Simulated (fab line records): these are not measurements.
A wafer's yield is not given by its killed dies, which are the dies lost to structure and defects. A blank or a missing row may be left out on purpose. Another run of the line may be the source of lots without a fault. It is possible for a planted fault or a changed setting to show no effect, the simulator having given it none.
Which of the tools did it?    flow nandHarc    Sampling: 14 lots, 42 wafers, 4 of 1159 route steps

WHAT THE GAUGES SHOWED, per wafer
No reading from a measuring or inspecting step in the record can be judged against a usual standard deviation.

EACH LOT AND THE TOOL THAT RAN IT (in order: tool; ch and the chambers of the sampled wafers; start)
lot   NHARC_A_M1_PVD_21                       NHARC_A_BONDPAD_ETCH_12            NHARC_A_BONDPAD_STRIP_15           NHARC_A_BONDPAD_ETCH_24
L849  pvdSputter-03, day 18 09:31 or earlier  rieDiel-13 ch 0,3, day 18 09:31    rieDiel-13 ch 0,1, day 18 09:46    rieDiel-13 ch 0,1,3, day 18 09:55
L848  pvdSputter-02, day 18 09:49 or earlier  rieDiel-09 ch 0,2,3, day 18 09:49  rieDiel-09 ch 0,2,3, day 18 10:05  rieDiel-09 ch 0,2,3, day 18 10:14
L847  pvdSputter-01, day 18 12:53 or earlier  rieDiel-13 ch 0,1, day 18 12:53    rieDiel-09 ch 1,2,3, day 18 13:09  rieDiel-09 ch 0,1,3, no start
L852  pvdSputter-02, day 19 00:00 or earlier  rieDiel-03 ch 0,1,2, day 19 00:00  rieDiel-03 ch 1,2,3, day 19 00:14  rieDiel-03 ch 0,1,3, no start
L853  pvdSputter-03, day 19 03:47 or earlier  rieDiel-03 ch 0,2,3, day 19 03:47  rieDiel-13 ch 0,2,3, day 19 04:01  rieDiel-13 ch 0,2,3, no start
L850  pvdSputter-01, day 19 13:38 or earlier  rieDiel-03 ch 0,2,3, day 19 13:38  rieDiel-13 ch 0,1, day 19 13:50    rieDiel-13 ch 0,3, no start
L851  pvdSputter-01, day 19 17:55 or earlier  rieDiel-13 ch 1,2,3, day 19 17:55  rieDiel-13 ch 0,1,3, day 19 18:08  rieDiel-13 ch 0,1,2, no start
L855  pvdSputter-02, day 20 11:04 or earlier  rieDiel-13 ch 0,2,3, day 20 11:04  rieDiel-09 ch 0,1,2, day 20 11:18  rieDiel-09 ch 0,1,2, no start
L861  pvdSputter-01, day 21 00:44 or earlier  rieDiel-13 ch 0,2,3, day 21 00:44  rieDiel-09 ch 2,3, day 21 00:57    rieDiel-09 ch 0,1,2, no start
L858  pvdSputter-03, day 21 01:05 or earlier  rieDiel-13 ch 0,2,3, day 21 01:05  rieDiel-13 ch 0,1,2, day 21 01:19  rieDiel-13 ch 0,2,3, no start
L859  pvdSputter-03, day 21 12:27 or earlier  rieDiel-13 ch 0,2,3, day 21 12:27  rieDiel-13 ch 1,2, day 21 12:41    rieDiel-13 ch 0,1,3, no start
L863  pvdSputter-02, day 22 12:48 or earlier  rieDiel-03 ch 0,1,2, day 22 12:48  rieDiel-13 ch 1,2,3, day 22 13:04  rieDiel-13 ch 0,1,3, no start
L867  pvdSputter-02, day 22 19:30 or earlier  rieDiel-09 ch 0,2,3, day 22 19:30  rieDiel-09 ch 1,2,3, day 22 19:43  rieDiel-09 ch 0,1,3, no start
L869  pvdSputter-03, day 23 16:40 or earlier  rieDiel-09 ch 0,1,2, day 23 16:40  rieDiel-03 ch 0,1,2, day 23 16:52  rieDiel-03 ch 0,1,3, no start
- NHARC_A_M1_PVD_21: deposits Cu, target thk 30 nm, time 20.49 s.
- NHARC_A_BONDPAD_ETCH_12: etches the open film in CHF3/O2, target depth 220 nm, time 110 s.
- NHARC_A_BONDPAD_STRIP_15: strips in O2.
- NHARC_A_BONDPAD_ETCH_24: etches the open film in CF4/N2, target depth 30 nm, time 72.99 s.

WHAT THE TOOLS THEMSELVES READ (means of the sampled wafers that have a number; where no wafer has one, the mark that the record gives instead)
NHARC_A_M1_PVD_21.
lot   tool           throttleValvePct (%)
L849  pvdSputter-03  29.9
L848  pvdSputter-02  29.8
L847  pvdSputter-01  30.5
L852  pvdSputter-02  30.2
L853  pvdSputter-03  30.2
L850  pvdSputter-01  30.2
L851  pvdSputter-01  30.5
L855  pvdSputter-02  29.6
L861  pvdSputter-01  30.5
L858  pvdSputter-03  30.4
L859  pvdSputter-03  30.1
L863  pvdSputter-02  29.8
L867  pvdSputter-02  30.2
L869  pvdSputter-03  30.6

NHARC_A_BONDPAD_ETCH_12.
lot   tool        drypumpMotorCurrentA (A)  oesProductAu (a.u.)  rfVppV (V)  runLengthS (s)  showerheadPlenumPTorr (Torr)  throttleValvePct (%)
L849  rieDiel-13  5.72                      0.933                370.6       130.9           2.43                          20.571
L848  rieDiel-09  5.95                      0.932                368.9       131.4           2.31                          20.564
L847  rieDiel-13  5.45                      0.948                369.3       131.4           2.37                          20.573
L852  rieDiel-03  5.80                      0.921                370.8       131.1           2.42                          20.569
L853  rieDiel-03  5.83                      0.924                370.1       131.0           2.38                          20.573
L850  rieDiel-03  5.83                      0.941                369.7       131.1           2.38                          20.581
L851  rieDiel-13  5.52                      0.958                371.0       131.4           2.37                          20.571
L855  rieDiel-13  5.67                      0.965                370.7       131.0           2.41                          20.573
L861  rieDiel-13  5.69                      0.971                370.4       128.5           2.41                          20.562
L858  rieDiel-13  5.70                      0.966                370.1       128.5           2.41                          20.578
L859  rieDiel-13  5.69                      0.946                371.9       128.8           2.41                          20.561
L863  rieDiel-03  5.80                      0.925                371.2       131.1           2.41                          20.572
L867  rieDiel-09  5.97                      0.931                371.2       131.5           2.43                          20.573
L869  rieDiel-09  5.75                      0.934                370.1       131.4           2.37                          20.570

NHARC_A_BONDPAD_STRIP_15.
lot   tool        drypumpMotorCurrentA (A)  oesProductAu (a.u.)  rfVppV (V)  showerheadPlenumPTorr (Torr)  throttleValvePct (%)
L849  rieDiel-13  5.46                      0.994                56.9        3.49                          17.041
L848  rieDiel-09  5.97                      1.004                57.3        3.40                          17.035
L847  rieDiel-09  5.86                      0.996                58.3        3.39                          17.041
L852  rieDiel-03  5.75                      0.998                57.6        3.51                          17.034
L853  rieDiel-13  5.70                      1.011                57.5        3.54                          17.036
L850  rieDiel-13  5.32                      1.000                57.2        3.43                          17.042
L851  rieDiel-13  5.52                      0.998                57.6        3.50                          17.033
L855  rieDiel-09  5.76                      0.996                56.9        3.50                          17.035
L861  rieDiel-09  6.09                      0.999                58.1        3.65                          17.030
L858  rieDiel-13  5.49                      0.998                57.7        3.47                          17.031
L859  rieDiel-13  5.31                      1.007                56.4        3.41                          17.038
L863  rieDiel-13  5.54                      0.999                57.7        3.48                          17.042
L867  rieDiel-09  5.85                      0.999                58.4        3.56                          17.035
L869  rieDiel-03  5.83                      1.002                57.1        3.53                          17.033

NHARC_A_BONDPAD_ETCH_24.
lot   tool        drypumpMotorCurrentA (A)  oesProductAu (a.u.)  rfVppV (V)  runLengthS (s)  showerheadPlenumPTorr (Torr)  throttleValvePct (%)
L849  rieDiel-13  5.50                      1.001                314.1       94.4            2.60                          19.793
L848  rieDiel-09  5.96                      1.001                312.7       94.3            2.53                          19.785
L847  rieDiel-09  5.79                      1.007                312.4       94.3            2.54                          19.793
L852  rieDiel-03  5.76                      0.994                313.7       93.8            2.57                          19.794
L853  rieDiel-13  5.70                      1.001                314.0       94.3            2.63                          19.796
L850  rieDiel-13  5.68                      1.000                314.7       94.2            2.64                          19.791
L851  rieDiel-13  5.47                      1.006                314.3       94.5            2.58                          19.796
L855  rieDiel-09  5.75                      0.999                312.8       94.2            2.60                          19.800
L861  rieDiel-09  5.75                      0.996                314.3       94.4            2.60                          19.793
L858  rieDiel-13  5.70                      0.998                314.1       94.2            2.63                          19.784
L859  rieDiel-13  5.49                      0.993                314.2       94.3            2.60                          19.793
L863  rieDiel-13  5.50                      1.009                313.9       94.3            2.60                          19.796
L867  rieDiel-09  5.77                      1.005                313.1       94.2            2.54                          19.798
L869  rieDiel-03  5.74                      1.002                313.0       93.9            2.56                          19.795

THE ANSWER, worked out from the rows above alone
Rule: usual is defined by the lots themselves. The widest of any qualifying gaps counts: lots, ordered by their means at a reading, are off when they make up no more than a third of the lots, leave a main group of 4 or more, and stand apart from it by 3 or more times the standard deviation of that group's means. Not used: any main group whose means are identical at the precision the tables above print for the reading. Also off: a lot with no number at a reading for which 4 or more lots have one. Any other lot the step has rows for is counted as sound. The gauges are gone through in route order, then the tools' own readings, and for those a lot's mean is taken as printed above. The first step at which some lot is off is used, and at that step the reading that is off furthest; a lot without a number counts as furthest.
Off at NHARC_A_BONDPAD_ETCH_12 (runLengthS): L861, L858, L859. The main group has a mean of 131.2 s with a standard deviation of 0.2.
If a tool, at that step or one of the process steps before it, ran each lot that is off and ran no sound lot following the first of them, it fits. Because NHARC_A_M1_PVD_21 lacks a start for some lots, the hours and order of its lots are taken from NHARC_A_BONDPAD_ETCH_12. One fits: NHARC_A_BONDPAD_ETCH_12 on rieDiel-13. A fault onset in the window from L855 (day 20 11:04, its last sound lot) to L861 (day 21 00:44, its first lot off) fits.
The tool's own readings at NHARC_A_BONDPAD_ETCH_12 bear it out: on the lots that are off they differ by more than 5 times the standard deviation of the sound lots' means. runLengthS reads 128.6 s there against 131.2 s on the sound lots.

WHAT THE SIMULATOR HAD INSERTED
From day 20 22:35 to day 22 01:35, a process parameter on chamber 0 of rieDiel-13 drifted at NHARC_A_BONDPAD_ETCH_12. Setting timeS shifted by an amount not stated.
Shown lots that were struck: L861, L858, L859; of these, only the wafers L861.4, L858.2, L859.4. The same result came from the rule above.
